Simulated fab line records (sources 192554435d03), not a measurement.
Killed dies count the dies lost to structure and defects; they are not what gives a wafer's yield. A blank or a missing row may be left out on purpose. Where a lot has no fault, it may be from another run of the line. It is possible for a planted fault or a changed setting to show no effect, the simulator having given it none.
Matching of chambers + flow n5-finfet + 4 sister chambers for N5_MOL_CONTACT_COAG_ETCH_110 on rie-diel-04
The step etches Si in CF4/O2, target depth 2.5 nm, time 8 s. 8 wafers are shown with their chamber, then 9 later ones without.

EACH WAFER AND ITS CHAMBER
| wafer  | chamber | showerhead-plenum-p-Torr (Torr) | throttle-valve-pct (%) |
|--------|---------|---------------------------------|------------------------|
| L080.2 | 0       | 2.26                            | 10.49                  |
| L080.6 | 0       | 2.26                            | 10.48                  |
| L082.1 | 3       | 2.27                            | 10.90                  |
| L083.2 | 1       | 2.18                            | 10.70                  |
| L083.4 | 1       | 2.18                            | 10.70                  |
| L089.3 | 2       | 2.15                            | 10.55                  |
| L089.4 | 3       | 2.27                            | 10.94                  |
| L089.6 | 2       | 2.16                            | 10.55                  |

WAFERS MISSING THEIR CHAMBER
| wafer  | showerhead-plenum-p-Torr (Torr) | throttle-valve-pct (%) |
|--------|---------------------------------|------------------------|
| L092.1 | 2.15                            | 10.56                  |
| L092.4 | 2.18                            | 10.76                  |
| L092.6 | 2.25                            | 10.59                  |
| L095.4 | 2.15                            | 10.59                  |
| L095.5 | 2.17                            | 10.76                  |
| L095.6 | 2.25                            | 10.56                  |
| L097.1 | 2.17                            | 10.82                  |
| L097.4 | 2.15                            | 10.59                  |
| L097.5 | 2.17                            | 10.82                  |

EACH ONE'S CHAMBER
| wafer  | from the rows above | in truth |
|--------|---------------------|----------|
| L092.1 | 2                   | 2        |
| L092.4 | 1                   | 1        |
| L092.6 | 0                   | 0        |
| L095.4 | 2                   | 2        |
| L095.5 | 1                   | 1        |
| L095.6 | 0                   | 0        |
| L097.1 | 1                   | 1        |
| L097.4 | 2                   | 2        |
| L097.5 | 1                   | 1        |
Correctly placed: 9 of 9. Can't be placed from these rows: 0. Placed wrongly: 0.
How it was worked out, from the rows above alone: a wafer's distance from a chamber is the root of the sum, over the readings, of the square of ((its reading less the chamber's mean) divided by the reading's scatter). The wafer belongs to the nearest chamber; if the next one is less than 2 further off, it can't be placed. For every chamber, the mean is computed from those of its wafers that are shown. The scatter: the root of (the sum of the squares of (reading less its chamber's mean) over the shown wafers, divided by (wafers less chambers)).
